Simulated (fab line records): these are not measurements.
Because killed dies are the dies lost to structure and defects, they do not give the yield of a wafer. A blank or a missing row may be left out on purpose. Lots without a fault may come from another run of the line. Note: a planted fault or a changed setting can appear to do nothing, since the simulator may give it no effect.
Matching of chambers | flow nand_harc | rie_diel-12 running NHARC_P_M2_STRIP_18: 4 sister chambers
The step strips in N2/H2. 4 wafers are shown with their chamber, then 7 later ones without.

## EACH WAFER AND ITS CHAMBER
wafer  | chamber | drypump_motor_current_A (A)
L084.1 | 0       | 5.5
L084.2 | 2       | 4.6
L090.2 | 3       | 5.2
L090.5 | 1       | 5.8

## WAFERS WITHOUT THEIR CHAMBER
wafer  | drypump_motor_current_A (A)
L090.6 | 5.1
L091.2 | 4.6
L091.4 | 5.9
L091.6 | 4.6
L095.2 | 5.2
L095.5 | 5.8
L095.6 | 4.6

## EACH ONE'S CHAMBER
wafer  | from the rows above | in truth
L090.6 | 3                   | 3
L091.2 | 2                   | 2
L091.4 | 1                   | 1
L091.6 | 2                   | 2
L095.2 | 3                   | 3
L095.5 | 1                   | 1
L095.6 | 2                   | 2
Correct placement for 7 of the 7. Number that these rows cannot place: 0. 0 placed wrongly.
How it was worked out, from the rows above alone: a wafer's distance from a chamber is the root of the sum, over the readings, of the square of ((its reading less the chamber's mean) divided by the reading's scatter). The wafer belongs to the nearest chamber; if the next one is less than 2 further off, it can't be placed. A chamber's mean is the mean of its shown wafers. The scatter: with one shown wafer a chamber, the root of the mean of the squares of how far each hidden wafer lies from its nearest shown one.
